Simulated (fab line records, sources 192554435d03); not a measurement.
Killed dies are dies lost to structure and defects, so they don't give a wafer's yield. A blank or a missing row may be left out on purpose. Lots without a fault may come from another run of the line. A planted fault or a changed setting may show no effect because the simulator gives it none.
Split-lot experiment | flow n5_finfet | 7 lots, 21 wafers read, on a route of 1938 steps

THE SPLIT
At N5_BEOL_M8_ILD_DEP_00 (deposits SiCOH lowk from DEMS/porogen, target thk 179.75 nm, time 33.4 s), the setting time_s was moved away from the recipe's 33.4 s on 6 of the 21 wafers read, by -12.2% to +14.0%. The other wafers ran this setting at the recipe's value.

FROM THE SPLIT TO THE READING: what the file shows between them, 1 step
- N5_BEOL_M8_CURE_74: cures SiCOH lowk, time 240 s

THE READING
M8_ILD_THK, in nm, at N5_BEOL_M8_THK_MEAS_01. Fault-free wafers of this fab line usually give 155.0 nm, standard deviation 2.5 nm.

wafer  | tool, chamber at the split | time_s as run, s | against the recipe | M8_ILD_THK, nm | against lot-mates on the recipe
L078.1 | pecvd-04, 2                | 33.4             | recipe             | 150.3          | -
L078.2 | pecvd-04, 0                | 33.4             | recipe             | 154.7          | -
L078.4 | pecvd-04, 2                | 35.68            | +6.8%              | 162.6          | +10.1
L077.1 | pecvd-02, 0                | 33.4             | recipe             | 155.4          | -
L077.3 | pecvd-02, 2                | 33.4             | recipe             | 151.4          | -
L077.4 | pecvd-02, 0                | 33.4             | recipe             | 159.0          | -
L079.1 | pecvd-02, 0                | 33.4             | recipe             | 158.4          | -
L079.2 | pecvd-02, 1                | 29.33            | -12.2%             | 136.3          | -22.1
L079.6 | pecvd-02, 2                | 29.33            | -12.2%             | 136.1          | -22.3
L082.2 | pecvd-03, 0                | 33.4             | recipe             | 152.7          | -
L082.4 | pecvd-03, 1                | 33.4             | recipe             | 154.1          | -
L082.5 | pecvd-03, 2                | 33.4             | recipe             | 154.7          | -
L083.1 | pecvd-03, 1                | 33.4             | recipe             | 150.8          | -
L083.2 | pecvd-03, 0                | 33.4             | recipe             | 156.7          | -
L083.6 | pecvd-03, 0                | 36.06            | +8.0%              | 170.6          | +16.8
L087.1 | pecvd-04, 1                | 33.4             | recipe             | 154.2          | -
L087.2 | pecvd-04, 0                | 38.08            | +14.0%             | 175.9          | +19.8
L087.4 | pecvd-04, 0                | 33.4             | recipe             | 158.1          | -
L089.1 | pecvd-04, 0                | 33.4             | recipe             | 156.2          | -
L089.2 | pecvd-04, 1                | 37.54            | +12.4%             | 171.4          | +14.7
L089.4 | pecvd-04, 0                | 33.4             | recipe             | 157.3          | -

THE FIT
A straight line over all 21 wafers: M8_ILD_THK changes by +1.5 nm for each +1% of time_s; r = +0.96; the points scatter about the line by 2.6 nm.
The same after taking each lot's own level away (the mean of its wafers on the recipe; 21 wafers): +1.6 nm for each +1%; r = +0.97; scatter 2.6 nm.
On that fit, the largest move of time_s shifts the reading by 22 nm.
The lots' own levels span 152.50 to 158.40 nm, that is 2.4 times the standard deviation above.
So the lot-to-lot level changes the slope little: the two slopes agree.
Check: with one of the wafers moved furthest among these (+14.0%) left out of the fit, the line predicts +22.8 nm for it against its lot-mates. It came out at +19.8 nm against them.

OTHER SPLITS ON THESE WAFERS
These wafers also went through other splits before the reading. Each is held against what the fit with the lots' levels taken away leaves over:
other split on the same wafers | wafers away from the commonest value | r with M8_ILD_THK (lot level and that fit taken away)
N5_BEOL_M4_COAT_22 spin_rpm    | 8                                    | -0.27
N5_BEOL_M4_DESCUM_33 time_s    | 8                                    | -0.15
N5_BEOL_M5_COAT_59 spin_rpm    | 11                                   | -0.02
N5_BEOL_M5_COAT_71 spin_rpm    | 9                                    | -0.10
N5_BEOL_M6_ETCH_66 bias_w      | 8                                    | +0.08

THE WHOLE CHAIN: every reading that the file lists as answering this split, in the file's order
step                   | what it does                                                             | reading                                                                                  | change (the file's fit)              | r (the file's)
N5_BEOL_M8_ILD_DEP_00  | deposits SiCOH lowk from DEMS/porogen, target thk 179.75 nm, time 33.4 s | SiCOH_lowk_of_BEOL_M8_ILD_DEP_00.thk_nm (the simulator's own value, which no gauge read) | +1.75 nm for each +1% of the setting | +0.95
N5_BEOL_M8_CURE_74     | cures SiCOH lowk, time 240 s                                             | SiCOH_lowk_of_BEOL_M8_ILD_DEP_00.thk_nm (the simulator's own value, which no gauge read) | +1.53 nm for each +1% of the setting | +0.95
N5_BEOL_M8_THK_MEAS_01 |                                                                          | M8_ILD_THK                                                                               | +1.53 for each +1% of the setting    | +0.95

THE FILE'S OWN FIT
M8_ILD_THK changes by +1.53 nm for each +1% of time_s, r = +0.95.
